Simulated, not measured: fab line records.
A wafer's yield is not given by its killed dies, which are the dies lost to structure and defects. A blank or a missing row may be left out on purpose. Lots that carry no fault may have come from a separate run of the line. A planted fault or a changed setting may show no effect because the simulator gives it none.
Which tool is to blame? | flow n5-finfet | 10 lots, 30 wafers sampled, at 5 steps of a route of 1938

## WHAT THE GAUGES SHOWED, per wafer
N5_BEOL_M4_RC_MEAS_101. Usual: DIBL_N 36.0 mV/V, standard deviation 1.3; DIBL_P 36.2 mV/V, standard deviation 1.7; IOFF_N 0.155 nA/um, standard deviation 0.024; IOFF_P 0.21 nA/um, standard deviation 0.034; ION_N 674 uA/um, standard deviation 9; ION_P 463 uA/um, standard deviation 7.1; SS_N 71.4 mV/dec, standard deviation 0.5; SS_P 73.4 mV/dec, standard deviation 0.57; VT_N 250.0 mV, standard deviation 2.8; VT_P -251 mV, standard deviation 3.2.
lot  | measured     | on        | DIBL_N (mV/V)  | DIBL_P (mV/V)  | IOFF_N (nA/um)    | IOFF_P (nA/um) | ION_N (uA/um) | ION_P (uA/um) | SS_N (mV/dec)  | SS_P (mV/dec)  | VT_N (mV)         | VT_P (mV)      | flag
L221 | day 11 04:40 | prober-01 | 35.0 37.0 36.8 | 35.0 37.2 37.1 | 0.125 0.158 0.155 | 0.17 0.20 0.20 | 663 673 667   | 455 454 458   | 71.2 72.1 71.5 | 73.1 73.6 73.3 | 253.3 252.0 248.5 | -254 -251 -251 |
L229 | day 12 12:08 | prober-01 | 37.8 35.8 36.3 | 37.2 35.1 35.3 | 0.186 0.156 0.159 | 0.20 0.18 0.18 | 682 681 671   | 457 458 460   | 72.0 70.8 70.4 | 73.3 73.1 73.6 | 248.8 248.2 250.2 | -254 -255 -255 |
L234 | day 13 22:28 | prober-01 | 34.8 34.8 34.4 | 35.8 36.5 35.5 | 0.141 0.150 0.139 | 0.19 0.21 0.19 | 666 667 662   | 463 464 457   | 72.3 72.2 71.7 | 73.6 72.3 73.4 | 248.4 252.6 248.3 | -253 -249 -251 |
L239 | day 14 15:31 | prober-01 | 36.7 37.5 36.4 | 36.2 37.5 36.1 | 0.164 0.180 0.156 | 0.24 0.26 0.23 | 680 683 680   | 473 476 472   | 72.1 72.1 72.2 | 73.5 74.1 73.3 | 250.9 251.2 250.9 | -246 -246 -247 |
L241 | day 16 13:35 | prober-01 | 34.7 35.3 35.4 | 32.5 34.4 33.5 | 0.112 0.135 0.127 | 0.16 0.18 0.17 | 663 673 668   | 452 460 458   | 71.0 70.2 70.6 | 73.3 72.5 72.5 | 256.1 253.0 254.5 | -255 -251 -253 |
L240 | day 16 09:26 | prober-01 | 34.5 36.4 35.0 | 35.1 37.7 35.5 | 0.136 0.172 0.146 | 0.18 0.22 0.19 | 669 680 671   | 456 468 467   | 70.9 71.4 71.5 | 73.0 73.1 72.6 | 251.0 246.8 249.7 | -253 -251 -251 |
L243 | day 15 11:43 | prober-01 | 35.7 34.8 34.3 | 34.9 34.3 34.5 | 0.135 0.120 0.121 | 0.20 0.19 0.19 | 676 668 664   | 464 464 464   | 70.9 71.0 70.4 | 73.0 72.4 72.5 | 251.9 255.6 253.3 | -251 -249 -250 |

## TOOL THAT RAN EACH LOT (tool first, then ch and the chambers of the sampled wafers, then the start)
lot  | N5_DUMMY_GATE_TRIM_49           | N5_DUMMY_GATE_HM_OPEN_21          | N5_SPACER0_ALD_00                | N5_SPACER0_ALD_08
L221 | rie-si-05 ch 1,2,3, day 3 08:09 | rie-diel-03 ch 0,1,3, day 3 08:26 | ald-sin-04 ch 1,2,3, day 3 09:44 | ald-sin-04 ch 1,2,3, day 3 10:00
L229 | rie-si-04 ch 0,1, day 5 03:58   | rie-diel-06 ch 1,2, day 5 04:14   | ald-sin-04 ch 0,1,3, day 5 05:07 | ald-sin-04 ch 0,1,3, day 5 05:22
L230 | rie-si-04 ch 0,2,3, day 5 09:47 | rie-diel-01 ch 0,1,2, day 5 10:04 | ald-sin-02 ch 1,2,3, day 5 11:29 | ald-sin-02 ch 1,2,3, day 5 11:44
L231 | rie-si-06 ch 1,2,3, day 5 21:21 | rie-diel-06 ch 2,3, day 5 21:38   | ald-sin-03 ch 2,3, day 5 22:49   | ald-sin-03 ch 2,3, day 5 23:04
L232 | rie-si-05 ch 2,3, day 6 01:31   | rie-diel-06 ch 0,1,3, day 6 01:53 | ald-sin-02 ch 0,3, day 6 05:08   | ald-sin-02 ch 0,3, day 6 05:24
L234 | rie-si-04 ch 0,2,3, day 6 10:02 | rie-diel-06 ch 0,1,2, day 6 10:19 | ald-sin-03 ch 0,3, day 6 11:08   | ald-sin-03 ch 0,3, day 6 11:24
L239 | rie-si-05 ch 0,1,2, day 8 07:27 | rie-diel-01 ch 2,3, day 8 07:44   | ald-sin-03 ch 0,3, day 8 08:35   | ald-sin-03 ch 0,3, day 8 08:50
L241 | rie-si-05 ch 1,2,3, day 8 15:41 | rie-diel-06 ch 0,1,3, day 8 15:59 | ald-sin-02 ch 0,1,2, day 8 17:23 | ald-sin-02 ch 0,1,2, day 8 17:39
L240 | rie-si-05 ch 2,3, day 8 18:48   | rie-diel-03 ch 2,3, day 8 19:07   | ald-sin-02 ch 0,1,3, day 8 20:13 | ald-sin-02 ch 0,1,3, day 8 20:28
L243 | rie-si-05 ch 0,2,3, day 8 19:17 | rie-diel-01 ch 1,2,3, day 8 19:37 | ald-sin-02 ch 0,1,3, day 8 20:45 | ald-sin-02 ch 0,1,3, day 8 21:01
- N5_DUMMY_GATE_TRIM_49: chemistry O2, time 29 s, target cd 14 nm.
- N5_DUMMY_GATE_HM_OPEN_21: chemistry CH3F/O2, target SiNx, target depth 120 nm, time 171.4 s.
- N5_SPACER0_ALD_00: deposits SiOCN, target thk 3.5 nm, pulse time 3 s, purge time 2 s.
- N5_SPACER0_ALD_08: deposits SiNx, target thk 2 nm.

## WHAT THE TOOLS THEMSELVES READ (means of the sampled wafers that have a number; where no wafer has one, the mark that the record gives instead)
N5_DUMMY_GATE_TRIM_49. Usual: chamber-pressure-mTorr 60.00 mTorr, standard deviation 0.049; drypump-motor-current-A 5.8 A, standard deviation 0.38; oes-product-au 1.005 a.u., standard deviation 0.016; throttle-valve-pct 8.18 %, standard deviation 0.11.
lot  | tool      | chamber-pressure-mTorr (mTorr) | drypump-motor-current-A (A) | oes-product-au (a.u.) | throttle-valve-pct (%) | flag
L221 | rie-si-05 | 60.04                          | 5.4                         | 0.997                 | 8.21                   |
L229 | rie-si-04 | 60.01                          | 6.2                         | 1.005                 | 8.25                   |
L230 | rie-si-04 | 59.99                          | 6.1                         | 1.000                 | 8.26                   |
L231 | rie-si-06 | 60.08                          | 5.5                         | 1.015                 | 8.13                   |
L232 | rie-si-05 | 60.01                          | 5.6                         | 1.015                 | 8.14                   |
L234 | rie-si-04 | 60.01                          | 6.1                         | 1.006                 | 8.25                   |
L239 | rie-si-05 | 60.01                          | 5.6                         | 1.005                 | 8.25                   |
L241 | rie-si-05 | 60.00                          | 5.4                         | 1.008                 | 8.20                   |
L240 | rie-si-05 | 60.04                          | 5.5                         | 1.014                 | 8.07                   |
L243 | rie-si-05 | 59.96                          | 5.7                         | 1.017                 | 8.10                   |

N5_DUMMY_GATE_HM_OPEN_21. Usual: value, then standard deviation, for each; chamber-pressure-mTorr 29.999 mTorr / 0.03; drypump-motor-current-A 5.8 A / 0.58; oes_f_703_au 0.79 a.u. / 0.073; oes-product-au 0.79 a.u. / 0.079; rf-vpp-V 300.0 V / 2.8; showerhead-plenum-p-Torr 2.04 Torr / 0.06; throttle-valve-pct 16.57 % / 0.17.
lot  | tool        | chamber-pressure-mTorr (mTorr) | drypump-motor-current-A (A) | oes_f_703_au (a.u.) | oes-product-au (a.u.) | rf-vpp-V (V) | showerhead-plenum-p-Torr (Torr) | throttle-valve-pct (%) | flag
L221 | rie-diel-03 | 30.010                         | 5.6                         | 0.84                | 0.84                  | 298.0        | 2.01                            | 16.36                  |
L229 | rie-diel-06 | 29.986                         | 6.0                         | 0.77                | 0.76                  | 297.7        | 1.99                            | 16.55                  |
L230 | rie-diel-01 | 30.003                         | 6.4                         | 0.77                | 0.78                  | 299.9        | 1.97                            | 16.70                  |
L231 | rie-diel-06 | 30.015                         | 5.6                         | 0.83                | 0.84                  | 299.1        | 2.02                            | 16.56                  |
L232 | rie-diel-06 | 29.995                         | 5.6                         | 0.77                | 0.76                  | 300.6        | 2.07                            | 16.67                  |
L234 | rie-diel-06 | 29.988                         | 6.0                         | 0.74                | 0.73                  | 299.2        | 2.04                            | 16.65                  |
L239 | rie-diel-01 | 29.986                         | 6.3                         | 0.96                | 0.94                  | 300.6        | 2.09                            | 16.52                  |
L241 | rie-diel-06 | 29.987                         | 5.6                         | 0.74                | 0.74                  | 300.8        | 2.07                            | 16.70                  |
L240 | rie-diel-03 | 29.951                         | 5.1                         | 0.80                | 0.80                  | 303.8        | 2.09                            | 16.52                  |
L243 | rie-diel-01 | 30.017                         | 6.2                         | 0.88                | 0.88                  | 300.3        | 2.05                            | 16.47                  |

N5_SPACER0_ALD_00. Usual: chamber-pressure-Torr 2.000 Torr, standard deviation 0.0044; heater-power-w 796 W, standard deviation 100; precursor-pulse-height-rel 0.998, standard deviation 0.02.
lot  | tool       | chamber-pressure-Torr (Torr) | heater-power-w (W) | precursor-pulse-height-rel | flag
L221 | ald-sin-04 | 1.998                        | 751                | 0.997                      |
L229 | ald-sin-04 | 2.004                        | 718                | 1.016                      |
L230 | ald-sin-02 | -                            | -                  | -                          | OFF
L231 | ald-sin-03 | -                            | -                  | -                          | OFF
L232 | ald-sin-02 | -                            | -                  | -                          | OFF
L234 | ald-sin-03 | 1.997                        | 832                | 0.978                      |
L239 | ald-sin-03 | 1.997                        | 811                | 1.017                      |
L241 | ald-sin-02 | 2.000                        | 793                | 1.018                      |
L240 | ald-sin-02 | 2.000                        | 839                | 0.995                      |
L243 | ald-sin-02 | 2.001                        | 833                | 0.989                      |

N5_SPACER0_ALD_08. Usual: chamber-pressure-Torr 2.000 Torr, standard deviation 0.0042; heater-power-outer-w 492 W, standard deviation 63; heater-power-w 798 W, standard deviation 98.
lot  | tool       | chamber-pressure-Torr (Torr) | heater-power-outer-w (W) | heater-power-w (W) | flag
L221 | ald-sin-04 | 2.002                        | 471                      | 767                |
L229 | ald-sin-04 | 2.001                        | 448                      | 735                |
L230 | ald-sin-02 | 1.999                        | 494                      | 778                |
L231 | ald-sin-03 | 2.001                        | 576                      | 931                |
L232 | ald-sin-02 | 2.000                        | 471                      | 778                |
L234 | ald-sin-03 | 1.997                        | 507                      | 825                |
L239 | ald-sin-03 | 2.004                        | 510                      | 832                |
L241 | ald-sin-02 | 1.996                        | 500                      | 805                |
L240 | ald-sin-02 | 1.999                        | 512                      | 837                |
L243 | ald-sin-02 | 1.998                        | 509                      | 840                |

## THE ANSWER, worked out from the rows above alone
Rule: a lot is off if the mean of its wafers that have a number lies more than 3 standard deviations from the usual mean. A lot without any number at a reading at which 4 lots or more have one is off too. All remaining lots with rows at the step are treated as sound. Order of review: gauges by route order, followed by the tools' own readings, for which a lot's mean as printed above is used. The first step at which some lot is off is used, and at that step the reading that is off furthest; a lot without a number counts as furthest.
Off, at N5_SPACER0_ALD_00 on chamber-pressure-Torr: L230, L231, L232. Without a number there: L230, L231, L232.
If a tool, at that step or one of the process steps before it, ran each lot that is off and ran no sound lot following the first of them, it fits. None of those tried fits.

## WHAT THE SIMULATOR HAD INSERTED
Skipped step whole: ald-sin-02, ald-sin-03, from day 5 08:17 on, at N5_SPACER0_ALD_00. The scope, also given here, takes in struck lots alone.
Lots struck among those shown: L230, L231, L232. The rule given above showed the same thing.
